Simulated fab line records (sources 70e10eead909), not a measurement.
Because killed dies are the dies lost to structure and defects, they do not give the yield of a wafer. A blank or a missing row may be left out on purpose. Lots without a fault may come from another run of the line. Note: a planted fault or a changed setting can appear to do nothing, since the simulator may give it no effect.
Matching of chambers :: flow nand-harc :: NHARC_A_STAIRCASE_DESCUM_11 on rie-diel-02: 4 sister chambers
The step chemistry O2, time 3 s. 4 wafers are shown with their chamber, then 7 later ones without.

## WAFERS, EACH WITH ITS CHAMBER
wafer: L086.4
chamber: 2
oes-product-au (a.u.): 0.978

wafer: L086.5
chamber: 3
oes-product-au (a.u.): 1.003

wafer: L089.2
chamber: 0
oes-product-au (a.u.): 1.000

wafer: L089.5
chamber: 1
oes-product-au (a.u.): 0.986

## WAFERS MISSING THEIR CHAMBER
wafer: L089.6
oes-product-au (a.u.): 1.002

wafer: L093.2
oes-product-au (a.u.): 0.983

wafer: L093.4
oes-product-au (a.u.): 0.995

wafer: L093.6
oes-product-au (a.u.): 0.987

wafer: L094.1
oes-product-au (a.u.): 0.985

wafer: L094.4
oes-product-au (a.u.): 1.002

wafer: L094.6
oes-product-au (a.u.): 0.989

## CHAMBER TAKEN BY EACH
wafer: L089.6
from the rows above: can't be placed: 3 or 0
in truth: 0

wafer: L093.2
from the rows above: can't be placed: 1 or 2
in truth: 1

wafer: L093.4
from the rows above: can't be placed: 0 or 3 or 1
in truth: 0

wafer: L093.6
from the rows above: 1
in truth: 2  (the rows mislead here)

wafer: L094.1
from the rows above: 1
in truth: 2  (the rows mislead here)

wafer: L094.4
from the rows above: can't be placed: 3 or 0
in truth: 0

wafer: L094.6
from the rows above: 1
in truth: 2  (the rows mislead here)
0 of 7 placed correctly. These rows do not allow placing 4 (true chamber among the candidates in 4). Placed wrongly: 3.
How it was worked out, from the rows above alone: a wafer's distance from a chamber is the root of the sum, over the readings, of the square of ((its reading less the chamber's mean) divided by the reading's scatter). If the next closest chamber is less than 2 further off than the closest, the wafer can't be placed; otherwise it belongs to the closest. A chamber's mean is the mean of its shown wafers. The scatter: with one shown wafer a chamber, the root of the mean of the squares of how far each hidden wafer lies from its nearest shown one.
